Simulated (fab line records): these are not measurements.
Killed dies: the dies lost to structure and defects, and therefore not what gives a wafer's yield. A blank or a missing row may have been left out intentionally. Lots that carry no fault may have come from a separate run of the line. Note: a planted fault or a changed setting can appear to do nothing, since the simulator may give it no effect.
fab line records	flow n5-finfet
record: lots: 24	wafers: 72	last-day: 18
route steps=1938 shown GATE_CUT@513 MOL_CONTACT_COAG@535
lots with no fault: from the same line, run without faults
start-h: hours from the record's first day to the start of the lot's first wafer shown	wait-h: hours from the lot's prior step to this one	" same as the row above	L1.1+2: several wafers, shown together as one row	- no value present, or no start provided	* or withheld: withheld	< > ~ a bound
route shown NAME@n: a module of which the file shows steps, and the number in the route of the first	usual: mean and standard deviation over wafers with no fault	same: alike in all rows	chamber/n: place in a boat	sites: each site's reading	_std_site: standard deviation across them	_edge_site: the outer-site mean with the inner-site mean subtracted	radius-mm: how far each site lies from the wafer's centre	mask NAME#n: copy n	behind: the most recent tool/chamber to have shaped the wafer	hold: why the lot went on hold/how many hours it stayed there/how the hold came to an end	device: whichever transistor did not switch (one of n, p or np)	end of line: at the end of the route, the tests of the same wafers	a step without rows: its recipe alone	killed: not the wafer's yield, but the dies lost to structure and defects at the first sort	map: dies across one wafer; x = killed, . = not, _ = none there
set.NAME: the setting the step ran with; set.NAME@STEP: the setting that earlier step ran with	model.NAME: the simulator's own value behind a step, which no gauge read
a sample of lots followed through the steps of the route, with each step as a table and each wafer as a row
services: a tool's chamber out of use, with start hour (start-h, from the record's first day; less than 0 if before it), hours out, and reason
== steps ==
step: N5_GATE_CUT_CMP_43
recipe: material: SiO2	post-cmp-clean: rinse-only
usual: motor-current-A: 12.3/0.94
lot.wafer	tool	chamber	start-h	wait-h	motor-current-A
L074.4	cmp-01	3	87.52	0.0	10.7
L074.3	"	2	"	"	12.3
L074.6	"	0	"	"	10.5
L075.4	cmp-02	3	94.16	0.1	11.2
L075.2	"	0	"	"	11.1
L075.5	"	2	"	"	12.4
L076.1	cmp-02	0	100.52	0.1	10.5
L076.4	"	2	"	"	12.7
L076.6	"	0	"	"	11.1
L077.1	cmp-04	1	102.92	0.0	12.9
L077.4	"	3	"	"	12.3
L077.3	"	0	"	"	12.4
L078.4	cmp-01	0	109.90	0.1	11.2
L078.1	"	1	"	"	11.8
L078.6	"	0	"	"	10.6
L079.1	cmp-01	0	118.55	0.0	10.3
L079.5	"	0	"	"	11.1
L079.6	"	1	"	"	11.6
L080.1	cmp-02	0	129.73	0.0	10.5
L080.4	"	2	"	"	12.3
L080.3	"	3	"	"	12.2
L081.2	cmp-04	1	130.08	0.0	12.9
L081.4	"	2	"	"	13.3
L081.3	"	0	"	"	12.3
L082.4	cmp-04	2	137.79	0.1	13.8
L082.5	"	1	"	"	13.2
L082.6	"	2	"	"	13.2
L083.2	cmp-04	0	138.78	0.0	13.1
L083.6	"	0	"	"	12.2
L083.5	"	1	"	"	12.7
L084.3	cmp-02	3	145.88	0.0	11.7
L084.6	"	3	"	"	11.8
L084.5	"	0	"	"	10.9
L085.2	cmp-04	3	154.98	0.1	12.7
L085.3	"	0	"	"	12.2
L085.6	"	3	"	"	12.6
L086.4	cmp-02	3	156.69	0.2	11.0
L086.5	"	1	"	"	11.9
L086.6	"	2	"	"	12.5
L087.3	cmp-04	1	165.61	0.0	12.4
L087.4	"	2	"	"	12.9
L087.6	"	1	"	"	13.1
L088.2	cmp-04	2	170.10	0.1	13.7
L088.1	"	3	"	"	12.3
L088.4	"	0	"	"	12.7
L089.4	cmp-04	3	176.63	0.1	12.7
L089.1	"	1	"	"	12.5
L089.6	"	2	"	"	13.0
L090.3	cmp-01	2	183.00	0.0	12.7
L090.1	"	1	"	"	10.8
L090.6	"	3	"	"	11.5
L091.1	cmp-04	1	191.39	0.1	12.5
L091.2	"	2	"	"	13.5
L091.3	"	3	"	"	12.6
L092.4	cmp-01	3	195.14	0.3	10.4
L092.6	"	0	"	"	10.9
L092.5	"	1	"	"	12.1
L093.2	cmp-01	2	200.60	0.1	12.6
L093.1	"	3	"	"	11.6
L093.4	"	0	"	"	10.9
L094.2	cmp-04	3	206.44	0.2	12.7
L094.6	"	1	"	"	13.1
L094.5	"	2	"	"	12.8
L095.2	cmp-02	0	211.90	0.0	11.0
L095.4	"	2	"	"	12.7
L095.6	"	1	"	"	12.9
L096.2	cmp-04	3	217.72	0.0	12.4
L096.3	"	1	"	"	12.9
L096.1	"	2	"	"	14.2
L097.2	cmp-04	3	226.89	0.0	12.2
L097.1	"	1	"	"	13.0
L097.5	"	3	"	"	12.9
step: N5_MOL_CONTACT_COAG_CONTACT_ETCH_14
recipe: chemistry: C4F6/O2	target: SiO2	target-depth-a: 275	overetch-a: 85	mask-material: SOC	pressure-mtorr: 30	source-w: 370	bias-w: 185	Ar_flow_sccm: 300	C4F6_flow_sccm: 16	O2_flow_sccm: 10	time-s: 20	ion-energy-ev: 259.6
usual: O2_flow_sccm: 10.00/0.031	drypump-motor-current-A: 5.5/0.42	oes-product-au: 0.66/0.064	rf-vpp-V: 692/4.5	showerhead-plenum-p-Torr: 2.86/0.13	throttle-valve-pct: 21.37/0.18
same: time-s: 20
lot.wafer	tool	chamber	start-h	wait-h	O2_flow_sccm	drypump-motor-current-A	oes-product-au	rf-hours-counter-h	rf-vpp-V	showerhead-plenum-p-Torr	throttle-valve-pct
L074.3	rie-diel-06	1	89.17	0.0	10.02	6.3	0.60	227	688	2.73	21.67
L074.4	"	2	"	"	9.99	5.9	0.61	178	693	2.88	21.46
L074.6	"	2	"	"	9.99	5.9	0.61	-	692	2.88	21.45
L075.2	rie-diel-02	1	95.94	0.0	10.00	5.4	0.71	60	699	3.04	21.49
L075.4	"	1	"	"	9.98	5.4	0.72	-	698	3.04	21.48
L075.5	"	0	"	"	9.99	5.9	0.70	-	698	3.02	21.53
L076.1	rie-diel-02	1	101.78	0.0	9.99	5.4	0.71	63	699	3.04	21.49
L076.4	"	3	"	"	9.99	5.7	0.64	-	693	2.87	20.98
L076.6	"	0	"	"	10.03	5.9	0.69	-	696	3.02	21.52
L077.1	rie-diel-01	1	104.24	0.0	10.03	5.3	0.69	101	691	2.79	21.42
L077.3	"	3	"	"	10.01	5.6	0.58	242	696	2.96	21.60
L077.4	"	0	"	"	9.95	5.0	0.61	199	687	2.74	21.23
L078.1	rie-diel-06	0	111.13	0.0	10.01	5.6	0.74	46	699	3.05	21.22
L078.4	"	3	"	"	9.98	6.3	0.81	10	692	2.84	21.08
L078.6	"	3	"	"	9.99	6.3	0.81	-	691	2.84	21.10
L079.1	rie-diel-02	2	119.87	0.0	9.98	5.4	0.60	218	692	2.84	21.40
L079.5	"	1	"	"	10.03	5.4	0.71	-	698	3.03	21.50
L079.6	"	0	"	"	9.98	5.9	0.69	-	700	3.02	21.52
L080.1	rie-diel-01	2	131.17	0.0	9.98	4.9	0.63	161	684	2.66	21.49
L080.3	"	1	"	"	10.04	5.3	0.69	110	688	2.79	21.45
L080.4	"	1	"	"	10.02	5.3	0.69	-	688	2.79	21.45
L081.2	rie-diel-02	1	131.39	0.0	9.90	5.4	0.70	75	699	3.03	21.52
L081.3	"	2	"	"	9.96	5.4	0.60	223	691	2.84	21.42
L081.4	"	3	"	"	10.03	5.7	0.64	178	693	2.86	21.01
L082.4	rie-diel-06	1	139.03	0.0	10.00	6.3	0.59	245	687	2.73	21.70
L082.5	"	2	"	"	9.96	5.9	0.59	-	692	2.87	21.49
L082.6	"	1	"	"	10.02	6.3	0.59	-	688	2.73	21.71
L083.2	rie-diel-01	2	140.10	0.0	9.99	4.9	0.63	165	683	2.66	21.48
L083.5	"	2	"	"	10.00	4.9	0.63	-	684	2.66	21.46
L083.6	"	0	"	"	10.00	5.0	0.60	-	688	2.73	21.22
L084.3	rie-diel-01	2	147.19	0.0	9.98	4.9	0.63	168	687	2.66	21.50
L084.5	"	0	"	"	10.03	5.0	0.60	-	688	2.73	21.25
L084.6	"	2	"	"	10.00	4.9	0.63	-	684	2.66	21.50
L085.2	rie-diel-06	3	156.22	0.0	10.06	6.3	0.79	25	691	2.83	21.12
L085.3	"	2	"	"	9.98	5.9	0.60	201	692	2.87	21.49
L085.6	"	2	"	"	10.00	5.9	0.59	-	692	2.87	21.50
L086.4	rie-diel-06	2	158.04	0.0	10.03	5.9	0.60	-	691	2.87	21.50
L086.5	"	3	"	"	10.02	6.3	0.77	-	690	2.83	21.09
L086.6	"	0	"	"	10.04	5.6	0.71	-	697	3.04	21.24
L087.3	rie-diel-02	0	167.05	0.0	10.03	5.9	0.68	121	696	3.01	21.53
L087.4	"	2	"	"	10.05	5.4	0.59	235	692	2.84	21.43
L087.6	"	1	"	"	10.05	5.4	0.69	-	698	3.02	21.53
L088.1	rie-diel-02	0	171.40	0.0	10.00	5.9	0.67	123	696	3.01	21.55
L088.2	"	3	"	"	10.01	5.7	0.63	191	692	2.86	21.03
L088.4	"	3	"	"	10.06	5.8	0.63	-	693	2.86	21.04
L089.1	rie-diel-01	2	177.90	0.0	9.99	4.9	0.63	179	685	2.66	21.51
L089.4	"	3	"	"	9.97	5.6	0.80	6	696	2.95	21.24
L089.6	"	3	"	"	10.03	5.6	0.79	-	696	2.95	21.24
L090.1	rie-diel-01	0	184.31	0.0	9.96	5.0	0.59	231	688	2.72	21.26
L090.3	"	3	"	"	9.97	5.6	0.78	9	694	2.95	21.23
L090.6	"	3	"	"	9.96	5.6	0.79	-	694	2.95	21.24
L091.1	rie-diel-06	1	192.62	0.0	9.98	6.3	0.81	10	699	3.06	21.39
L091.2	"	3	"	"	10.06	6.3	0.75	39	691	2.82	21.13
L091.3	"	0	"	"	10.04	5.7	0.71	77	696	3.04	21.25
L092.4	rie-diel-02	3	196.39	0.0	10.02	5.7	0.63	-	691	2.85	21.04
L092.5	"	0	"	"	9.92	5.9	0.67	-	697	3.01	21.54
L092.6	"	1	"	"	10.03	5.4	0.69	-	696	3.02	21.54
L093.1	rie-diel-01	3	202.00	0.0	10.01	5.5	0.78	16	694	2.95	21.25
L093.2	"	1	"	"	10.00	5.3	0.66	136	689	2.78	21.48
L093.4	"	2	"	"	10.02	4.9	0.62	188	684	2.65	21.52
L094.2	rie-diel-02	2	207.59	0.0	10.01	5.4	0.58	237	692	2.84	21.43
L094.5	"	2	"	"	9.98	5.4	0.59	-	691	2.84	21.43
L094.6	"	1	"	"	9.98	5.4	0.68	-	697	3.02	21.56
L095.2	rie-diel-01	0	213.21	0.0	10.03	5.0	0.58	241	688	2.72	21.28
L095.4	"	2	"	"	10.03	4.9	0.62	191	684	2.65	21.51
L095.6	"	1	"	"	10.02	5.3	0.67	-	689	2.77	21.49
L096.1	rie-diel-01	1	219.11	0.0	10.03	5.3	0.66	142	687	2.77	21.48
L096.2	"	2	"	"	9.98	4.9	0.61	193	686	2.65	21.53
L096.3	"	0	"	"	9.97	5.0	0.58	243	688	2.72	21.27
L097.1	rie-diel-01	1	228.39	0.0	9.99	5.3	0.66	145	689	2.77	21.49
L097.2	"	3	"	"	10.03	5.6	0.76	23	696	2.94	21.26
L097.5	"	0	"	"	10.01	5.0	0.58	-	688	2.72	21.28
step: N5_MOL_CONTACT_COAG_ALD_20
recipe: material: TiN	target-thk-a: 15	temp-c: 400	ald-precursor-family: TiCl4	ald-co-reactant: NH3	pulse-time-s: 1	purge-time-s: 3	co-reactant-purge-time-s: 2	co-reactant-pulse-time-s: 2	ald-cycles: 68	pressure-torr: 3
usual: heater-power-w: 938/79	precursor-pulse-height-rel: 1.001/0.02
lot.wafer	tool	chamber	start-h	wait-h	heater-power-w	precursor-pulse-height-rel
L074.3	ald-metal-01	2	89.96	0.1	961	1.033
L074.4	"	1	"	"	877	1.015
L074.6	"	2	"	"	952	0.977
L075.2	ald-metal-03	3	96.75	0.1	805	1.027
L075.4	"	0	"	"	868	0.982
L075.5	"	3	"	"	812	0.987
L076.1	ald-metal-03	1	103.31	0.1	1091	1.010
L076.4	"	2	"	"	1112	0.977
L076.6	"	1	"	"	1071	0.982
L077.1	ald-metal-01	3	105.25	0.1	950	1.007
L077.3	"	2	"	"	961	1.034
L077.4	"	1	"	"	908	1.013
L078.1	ald-metal-01	1	112.97	0.1	900	1.006
L078.4	"	2	"	"	963	0.978
L078.6	"	0	"	"	870	0.982
L079.1	ald-metal-04	3	121.38	0.1	877	0.976
L079.5	"	3	"	"	909	0.992
L079.6	"	0	"	"	1003	1.026
L080.1	ald-metal-01	2	132.11	0.1	968	0.981
L080.3	"	0	"	"	904	0.979
L080.4	"	1	"	"	897	0.966
L081.2	ald-metal-03	1	132.21	0.1	1133	0.967
L081.3	"	2	"	"	1073	1.003
L081.4	"	3	"	"	830	1.019
L082.4	ald-metal-04	0	140.12	0.3	1010	1.024
L082.5	"	3	"	"	908	1.020
L082.6	"	2	"	"	867	0.993
L083.2	ald-metal-04	2	142.48	0.1	852	0.992
L083.5	"	0	"	"	1028	0.997
L083.6	"	2	"	"	851	1.015
L084.3	ald-metal-04	3	148.05	0.1	909	0.989
L084.5	"	3	"	"	924	0.944
L084.6	"	2	"	"	843	0.998
L085.2	ald-metal-01	3	157.40	0.1	957	1.008
L085.3	"	0	"	"	906	0.995
L085.6	"	0	"	"	885	0.986
L086.4	ald-metal-04	2	158.83	0.1	845	1.003
L086.5	"	1	"	"	1036	1.004
L086.6	"	0	"	"	1030	0.987
L087.3	ald-metal-04	3	167.92	0.1	866	1.007
L087.4	"	0	"	"	1019	0.974
L087.6	"	1	"	"	1024	1.011
L088.1	ald-metal-04	2	172.27	0.1	867	1.022
L088.2	"	0	"	"	1030	0.988
L088.4	"	1	"	"	1036	0.958
L089.1	ald-metal-01	2	179.56	0.1	959	1.020
L089.4	"	1	"	"	881	1.013
L089.6	"	2	"	"	964	1.014
L090.1	ald-metal-03	0	186.59	0.1	891	0.995
L090.3	"	1	"	"	1120	1.024
L090.6	"	1	"	"	1083	1.011
L091.1	ald-metal-01	0	193.69	0.1	894	1.018
L091.2	"	3	"	"	933	0.989
L091.3	"	1	"	"	881	0.991
L092.4	ald-metal-01	2	198.61	0.1	998	0.998
L092.5	"	2	"	"	982	1.013
L092.6	"	1	"	"	898	0.994
L093.1	ald-metal-01	2	203.72	0.1	936	1.029
L093.2	"	1	"	"	863	0.981
L093.4	"	3	"	"	959	1.015
L094.2	ald-metal-04	0	208.51	0.1	1038	0.977
L094.5	"	3	"	"	913	1.032
L094.6	"	2	"	"	843	1.003
L095.2	ald-metal-01	1	215.02	0.1	860	0.986
L095.4	"	3	"	"	924	0.975
L095.6	"	1	"	"	881	1.014
L096.1	ald-metal-01	3	219.92	0.1	933	1.030
L096.2	"	1	"	"	905	0.987
L096.3	"	0	"	"	889	1.011
L097.1	ald-metal-01	1	229.41	0.1	901	1.028
L097.2	"	2	"	"	962	1.020
L097.5	"	1	"	"	886	1.007
step: N5_MOL_CONTACT_COAG_SIL_ANNEAL_21
recipe: temp-c: 550	time-s: 60	ambient: N2
usual: lamp-power-pct: 5.9/0.36	wafer_temp_C_max: 551.9/0.43
same: time-s: 60
lot.wafer	tool	chamber	start-h	wait-h	lamp-power-pct	wafer_temp_C_max
L074.3	rtp-anneal-02	0	90.56	0.4	6.4	552.4
L074.4	"	0	"	"	6.4	553.5
L074.6	"	0	"	"	6.4	552.0
L075.2	rtp-anneal-01	0	97.31	0.4	5.6	551.9
L075.4	"	0	"	"	5.6	551.6
L075.5	"	0	"	"	5.6	551.8
L076.1	rtp-anneal-02	0	103.69	0.2	6.4	553.4
L076.4	"	0	"	"	6.4	552.0
L076.6	"	0	"	"	6.4	552.3
L077.1	rtp-anneal-02	0	105.79	0.4	6.4	552.3
L077.3	"	0	"	"	6.4	552.3
L077.4	"	0	"	"	6.4	551.9
L078.1	rtp-anneal-01	0	113.35	0.2	5.6	551.8
L078.4	"	0	"	"	5.6	551.1
L078.6	"	0	"	"	5.6	551.5
L079.1	rtp-anneal-02	0	121.75	0.2	6.4	552.8
L079.5	"	0	"	"	6.4	552.5
L079.6	"	0	"	"	6.4	551.9
L080.1	rtp-anneal-01	0	132.48	0.2	5.6	552.0
L080.3	"	0	"	"	5.6	551.3
L080.4	"	0	"	"	5.6	552.0
L081.2	rtp-anneal-02	0	132.61	0.2	6.4	551.8
L081.3	"	0	"	"	6.4	551.7
L081.4	"	0	"	"	6.4	552.2
L082.4	rtp-anneal-02	0	140.52	0.2	6.4	552.4
L082.5	"	0	"	"	6.4	552.1
L082.6	"	0	"	"	6.4	552.2
L083.2	rtp-anneal-02	0	142.98	0.3	6.4	552.1
L083.5	"	0	"	"	6.4	551.4
L083.6	"	0	"	"	6.4	551.6
L084.3	rtp-anneal-01	0	148.48	0.3	5.6	551.4
L084.5	"	0	"	"	5.6	551.8
L084.6	"	0	"	"	5.6	551.4
L085.2	rtp-anneal-02	0	157.93	0.4	6.4	552.1
L085.3	"	0	"	"	6.4	552.3
L085.6	"	0	"	"	6.4	552.2
L086.4	rtp-anneal-01	0	159.30	0.3	5.6	552.2
L086.5	"	0	"	"	5.6	552.0
L086.6	"	0	"	"	5.6	552.5
L087.3	rtp-anneal-02	0	168.50	0.4	6.4	551.8
L087.4	"	0	"	"	6.4	552.6
L087.6	"	0	"	"	6.4	552.7
L088.1	rtp-anneal-01	0	172.75	0.3	5.6	551.8
L088.2	"	0	"	"	5.6	551.7
L088.4	"	0	"	"	5.6	552.4
L089.1	rtp-anneal-01	0	179.94	0.2	5.6	551.4
L089.4	"	0	"	"	5.6	551.1
L089.6	"	0	"	"	5.6	552.1
L090.1	rtp-anneal-01	0	186.97	0.2	5.6	551.8
L090.3	"	0	"	"	5.6	552.3
L090.6	"	0	"	"	5.6	552.0
L091.1	rtp-anneal-01	0	194.07	0.2	5.6	551.6
L091.2	"	0	"	"	5.6	551.5
L091.3	"	0	"	"	5.6	551.8
L092.4	rtp-anneal-01	0	199.08	0.3	5.6	552.4
L092.5	"	0	"	"	5.6	551.6
L092.6	"	0	"	"	5.6	552.1
L093.1	rtp-anneal-02	0	204.26	0.4	6.4	552.1
L093.2	"	0	"	"	6.4	552.0
L093.4	"	0	"	"	6.4	552.5
L094.2	rtp-anneal-01	0	209.02	0.3	5.6	552.0
L094.5	"	0	"	"	5.6	551.9
L094.6	"	0	"	"	5.6	551.4
L095.2	rtp-anneal-01	0	215.44	0.2	5.6	551.9
L095.4	"	0	"	"	5.6	551.7
L095.6	"	0	"	"	5.6	551.4
L096.1	rtp-anneal-01	0	220.30	0.2	5.6	551.6
L096.2	"	0	"	"	5.6	551.5
L096.3	"	0	"	"	5.6	551.8
L097.1	rtp-anneal-01	0	229.79	0.2	5.6	551.9
L097.2	"	0	"	"	5.6	551.4
L097.5	"	0	"	"	5.6	552.2
step: N5_MOL_CONTACT_COAG_ANNEAL_113
recipe: temp-c: 400	time-s: 300	ambient: H2/N2
usual: lamp-power-pct: 2.56/0.16	wafer_temp_C_max: 401.4/0.36
same: time-s: 300
lot.wafer	tool	chamber	start-h	wait-h	lamp-power-pct	wafer_temp_C_max
L074.3	rtp-anneal-02	0	93.10	0.6	2.74	401.7
L074.4	"	0	"	"	2.73	401.9
L074.6	"	0	"	"	2.75	401.4
L075.2	rtp-anneal-01	0	100.18	0.5	2.42	401.2
L075.4	"	0	"	"	2.42	401.5
L075.5	"	0	"	"	2.42	400.9
L076.1	rtp-anneal-02	0	106.15	0.4	2.74	401.8
L076.4	"	0	"	"	2.74	401.5
L076.6	"	0	"	"	2.74	401.6
L077.1	rtp-anneal-01	0	109.33	0.3	2.42	401.1
L077.3	"	0	"	"	2.42	401.0
L077.4	"	0	"	"	2.42	400.9
L078.1	rtp-anneal-01	0	114.67	0.4	2.42	401.2
L078.4	"	0	"	"	2.42	401.5
L078.6	"	0	"	"	2.42	401.4
L079.1	rtp-anneal-01	0	123.77	0.8	2.42	400.8
L079.5	"	0	"	"	2.42	401.6
L079.6	"	0	"	"	2.42	401.2
L080.1	rtp-anneal-01	0	134.12	0.3	2.42	400.7
L080.3	"	0	"	"	2.42	401.1
L080.4	"	0	"	"	2.42	401.1
L081.2	rtp-anneal-02	0	134.64	0.8	2.74	402.1
L081.3	"	0	"	"	2.74	401.5
L081.4	"	0	"	"	2.74	401.7
L082.4	rtp-anneal-02	0	143.62	0.5	2.74	401.7
L082.5	"	0	"	"	2.74	401.2
L082.6	"	0	"	"	2.74	402.2
L083.2	rtp-anneal-01	0	144.93	0.5	2.42	401.1
L083.5	"	0	"	"	2.42	401.6
L083.6	"	0	"	"	2.43	401.2
L084.3	rtp-anneal-01	0	150.59	0.6	2.42	401.2
L084.5	"	0	"	"	2.42	401.2
L084.6	"	0	"	"	2.42	401.2
L085.2	rtp-anneal-02	0	159.06	0.5	2.75	402.0
L085.3	"	0	"	"	2.74	401.5
L085.6	"	0	"	"	2.74	402.3
L086.4	rtp-anneal-01	0	164.25	0.5	2.42	401.7
L086.5	"	0	"	"	2.42	401.5
L086.6	"	0	"	"	2.42	401.7
L087.3	rtp-anneal-02	0	171.66	0.6	2.74	401.6
L087.4	"	0	"	"	2.74	402.1
L087.6	"	0	"	"	2.74	402.0
L088.1	rtp-anneal-02	0	173.90	0.3	2.74	401.3
L088.2	"	0	"	"	2.74	401.0
L088.4	"	0	"	"	2.74	401.8
L089.1	rtp-anneal-02	0	181.46	0.5	2.74	401.8
L089.4	"	0	"	"	2.74	401.6
L089.6	"	0	"	"	2.74	401.6
L090.1	rtp-anneal-01	0	189.35	0.3	2.42	401.1
L090.3	"	0	"	"	2.42	401.3
L090.6	"	0	"	"	2.43	401.2
L091.1	rtp-anneal-02	0	195.63	0.3	2.74	401.5
L091.2	"	0	"	"	2.74	402.0
L091.3	"	0	"	"	2.74	402.0
L092.4	rtp-anneal-02	0	201.77	0.7	2.74	401.7
L092.5	"	0	"	"	2.74	401.5
L092.6	"	0	"	"	2.74	401.6
L093.1	rtp-anneal-01	0	205.53	0.3	2.43	401.7
L093.2	"	0	"	"	2.43	401.0
L093.4	"	0	"	"	2.42	401.2
L094.2	rtp-anneal-01	0	210.96	0.5	2.42	401.2
L094.5	"	0	"	"	2.42	401.3
L094.6	"	0	"	"	2.42	401.0
L095.2	rtp-anneal-01	0	217.16	0.6	2.43	401.1
L095.4	"	0	"	"	2.42	401.0
L095.6	"	0	"	"	2.42	401.1
L096.1	rtp-anneal-01	0	221.77	0.3	2.42	400.6
L096.2	"	0	"	"	2.42	401.4
L096.3	"	0	"	"	2.42	401.2
L097.1	rtp-anneal-01	0	231.11	0.3	2.42	401.3
L097.2	"	0	"	"	2.42	401.5
L097.5	"	0	"	"	2.42	401.2
step: N5_MOL_CONTACT_COAG_SPUTTER_130
recipe: material: Co	target-thk-a: 475	temp-c: 25	chamber-pressure-pa: 0.5	power-w: 3000
usual: throttle-valve-pct: 30.0/1.2
lot.wafer	tool	chamber	start-h	wait-h	throttle-valve-pct
L074.3	pvd-sputter-02	-	95.82	0.0	30.7
L074.4	"	-	"	"	29.6
L074.6	"	-	"	"	29.0
L075.2	pvd-sputter-01	-	101.25	0.0	29.0
L075.4	"	-	"	"	30.9
L075.5	"	-	"	"	29.1
L076.1	pvd-sputter-01	-	108.75	0.0	31.2
L076.4	"	-	"	"	30.2
L076.6	"	-	"	"	31.1
L077.1	pvd-sputter-01	-	112.55	0.0	30.3
L077.3	"	-	"	"	31.2
L077.4	"	-	"	"	29.2
L078.1	pvd-sputter-03	-	116.57	0.0	31.9
L078.4	"	-	"	"	28.1
L078.6	"	-	"	"	30.6
L079.1	pvd-sputter-01	-	124.82	0.0	28.7
L079.5	"	-	"	"	30.7
L079.6	"	-	"	"	29.1
L080.1	pvd-sputter-03	-	136.08	0.0	28.1
L080.3	"	-	"	"	30.6
L080.4	"	-	"	"	28.2
L081.2	pvd-sputter-03	-	136.24	0.0	30.6
L081.3	"	-	"	"	28.3
L081.4	"	-	"	"	28.3
L082.4	pvd-sputter-02	-	144.68	0.0	29.2
L082.5	"	-	"	"	29.6
L082.6	"	-	"	"	28.9
L083.2	pvd-sputter-03	-	147.68	0.0	30.6
L083.5	"	-	"	"	31.9
L083.6	"	-	"	"	28.1
L084.3	pvd-sputter-01	-	154.62	0.0	31.1
L084.5	"	-	"	"	29.0
L084.6	"	-	"	"	30.8
L085.2	pvd-sputter-02	-	163.19	0.0	29.3
L085.3	"	-	"	"	29.8
L085.6	"	-	"	"	30.7
L086.4	pvd-sputter-03	-	166.58	0.0	30.6
L086.5	"	-	"	"	30.5
L086.6	"	-	"	"	28.1
L087.3	pvd-sputter-02	-	172.62	0.0	29.7
L087.4	"	-	"	"	29.6
L087.6	"	-	"	"	30.0
L088.1	pvd-sputter-01	-	175.84	0.0	30.2
L088.2	"	-	"	"	31.3
L088.4	"	-	"	"	29.0
L089.1	pvd-sputter-02	-	186.03	0.0	30.8
L089.4	"	-	"	"	29.5
L089.6	"	-	"	"	29.2
L090.1	pvd-sputter-03	-	191.43	0.1	31.8
L090.3	"	-	"	"	27.9
L090.6	"	-	"	"	28.0
L091.1	pvd-sputter-03	-	197.95	0.1	30.7
L091.2	"	-	"	"	28.1
L091.3	"	-	"	"	27.9
L092.4	pvd-sputter-01	-	204.07	0.0	31.0
L092.5	"	-	"	"	30.2
L092.6	"	-	"	"	31.3
L093.1	pvd-sputter-02	-	207.25	0.0	29.6
L093.2	"	-	"	"	30.9
L093.4	"	-	"	"	29.7
L094.2	pvd-sputter-03	-	214.80	0.0	30.5
L094.5	"	-	"	"	28.2
L094.6	"	-	"	"	32.0
L095.2	pvd-sputter-02	-	219.06	0.0	29.3
L095.4	"	-	"	"	30.8
L095.6	"	-	"	"	30.5
L096.1	pvd-sputter-01	-	223.90	0.0	29.3
L096.2	"	-	"	"	30.2
L096.3	"	-	"	"	31.2
L097.1	pvd-sputter-02	-	232.53	0.0	29.2
L097.2	"	-	"	"	29.2
L097.5	"	-	"	"	29.4
== services ==
tool	chamber	start-h	hours	kind
pvd-sputter-01	-	67.61	4.1	repair
rie-diel-06	1	74.57	7.5	repair
pvd-sputter-03	-	77.63	4.7	repair
cmp-04	-	78.69	1.4	repair
pvd-sputter-02	-	79.05	2.2	repair
cmp-02	-	83.97	4.0	pm
rie-diel-02	2	95.57	12.9	repair
pvd-sputter-03	-	97.73	2.6	repair
cmp-01	-	97.85	5.3	pm
cmp-04	-	117.21	4.0	pm
cmp-01	-	121.44	0.4	repair
cmp-01	-	131.38	1.4	repair
cmp-01	-	138.90	2.0	repair
ald-metal-04	1	139.69	9.0	repair
cmp-04	-	146.67	3.2	repair
cmp-04	-	152.65	1.3	repair
cmp-01	-	161.14	0.8	repair
rie-diel-02	2	170.33	32.7	repair
rtp-anneal-01	-	190.25	1.0	pm
rie-diel-01	1	192.44	4.1	repair
pvd-sputter-01	-	194.82	4.9	repair
cmp-01	-	208.84	35.8	repair
cmp-02	-	227.95	2.5	repair
cmp-04	-	229.81	3.3	repair
== key ==
fault none
